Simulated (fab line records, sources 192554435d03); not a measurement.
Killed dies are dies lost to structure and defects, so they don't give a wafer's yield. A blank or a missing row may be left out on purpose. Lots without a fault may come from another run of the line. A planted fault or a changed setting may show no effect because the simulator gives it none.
Which tool did it? | flow n5_finfet | 24 lots, 72 wafers sampled, at 1 step of a route of 1938

WHAT THE GAUGES READ, wafer by wafer
N5_BEOL_M3_OCD_MEAS_38. Usual: trench_depth_nm 55.1 nm, standard deviation 1.1.
lot  | measured     | on     | trench_depth_nm (nm) | flag
L074 | day 7 21:08  | ocd-02 | 54.8 54.7 55.6       |
L076 | day 8 01:05  | ocd-02 | 54.3 53.6 55.0       |
L075 | day 8 01:11  | ocd-01 | 56.2 55.8 55.9       |
L077 | day 8 04:16  | ocd-01 | 54.1 52.9 55.5       |
L078 | day 8 11:23  | ocd-02 | 53.4 53.3 55.4       |
L079 | day 8 14:38  | ocd-01 | 53.9 54.4 54.6       |
L080 | day 8 14:53  | ocd-01 | 56.7 53.4 55.8       |
L081 | day 9 16:34  | ocd-02 | 54.5 56.4 55.3       |
L082 | day 9 17:02  | ocd-02 | 53.3 53.7 53.6       |
L084 | day 10 01:49 | ocd-02 | 53.1 56.7 56.1       |
L083 | day 10 01:58 | ocd-02 | 53.4 53.4 54.9       |
L085 | day 10 13:58 | ocd-02 | 55.2 55.5 56.2       |
L087 | day 10 17:18 | ocd-02 | 53.6 55.7 56.2       |
L088 | day 10 22:53 | ocd-02 | 56.1 57.1 56.2       |
L086 | day 11 03:53 | ocd-02 | 54.4 54.7 55.1       |
L089 | day 11 03:55 | ocd-01 | 55.0 54.6 53.9       |
L091 | day 11 10:48 | ocd-01 | 56.7 56.1 56.6       |
L090 | day 11 14:31 | ocd-02 | 54.8 55.2 54.7       |
L092 | day 12 01:55 | ocd-02 | 55.3 56.5 56.8       |
L093 | day 12 08:00 | ocd-02 | 56.4 56.1 56.9       |
L094 | day 12 18:42 | ocd-02 | 56.0 56.9 55.4       |
L095 | day 12 19:43 | ocd-02 | 55.3 54.6 54.5       |
L097 | day 13 14:36 | ocd-01 | 55.3 53.7 56.0       |
L096 | day 13 14:40 | ocd-02 | 54.4 54.9 54.9       |

WHICH TOOL RAN EACH LOT (tool, then ch and the chambers of the sampled wafers, then the start)
The record holds no process step before these readings.

WHAT THE TOOLS THEMSELVES READ (means of the sampled wafers that have a number; where no wafer has one, the mark that the record gives instead)
The record holds no such reading with a usual standard deviation.

THE ANSWER, worked out from the rows above alone
Rule: a lot is off if the mean of its wafers that have a number lies more than 3 standard deviations from the usual mean. A lot without any number at a reading at which 4 lots or more have one is off too. The other lots that the step has rows for count as sound. The gauges are gone through in route order, then the tools' own readings, and for those a lot's mean is taken as printed above. The first step at which some lot is off is used, and at that step the reading that is off furthest; a lot without a number counts as furthest.
No lot is off at any reading shown: from this, nothing can be told.

WHAT THE SIMULATOR HAD PUT IN
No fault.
